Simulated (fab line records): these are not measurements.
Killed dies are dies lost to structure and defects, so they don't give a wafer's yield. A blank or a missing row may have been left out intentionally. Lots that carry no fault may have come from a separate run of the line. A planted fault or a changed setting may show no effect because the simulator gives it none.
Chamber matching | flow nand harc | rie diel-06 running NHARC_P_GATE_DESCUM_48: 4 sister chambers
The step chemistry O2, time 3 s. 4 wafers are shown with their chamber, then 9 later ones without.

## WAFERS PAIRED WITH THEIR CHAMBERS
wafer  | chamber | oes product au (a.u.)
L528.4 | 1       | 0.994
L538.5 | 2       | 1.016
L541.1 | 3       | 0.991
L541.6 | 0       | 0.993

## WAFERS MISSING THEIR CHAMBER
wafer  | oes product au (a.u.)
L542.1 | 0.999
L542.2 | 1.017
L542.6 | 1.000
L546.1 | 0.990
L546.2 | 1.014
L546.6 | 0.985
L545.1 | 1.016
L545.4 | 1.014
L545.5 | 0.992

## WHICH CHAMBER EACH WENT THROUGH
wafer  | from the rows above          | in truth
L542.1 | can't be placed: 1 or 0 or 3 | 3
L542.2 | 2                            | 2
L542.6 | can't be placed: 1 or 0 or 3 | 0
L546.1 | can't be placed: 3 or 0 or 1 | 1
L546.2 | 2                            | 2
L546.6 | can't be placed: 3 or 0 or 1 | 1
L545.1 | 2                            | 2
L545.4 | 2                            | 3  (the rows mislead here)
L545.5 | can't be placed: 0 or 3 or 1 | 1
Placed correctly: 3 of 9. Unplaceable from these rows: 5, with the true chamber sitting among the candidates in 5. Wrongly placed: 1.
How it was worked out, from the rows above alone: a wafer's distance from a chamber is the root of the sum, over the readings, of the square of ((its reading less the chamber's mean) divided by the reading's scatter). The wafer belongs to the nearest chamber; if the next one is less than 2 further off, it can't be placed. A chamber's mean is the mean of its shown wafers. The scatter: root of mean squared gap, hidden wafer to nearest shown wafer, with one shown wafer a chamber.
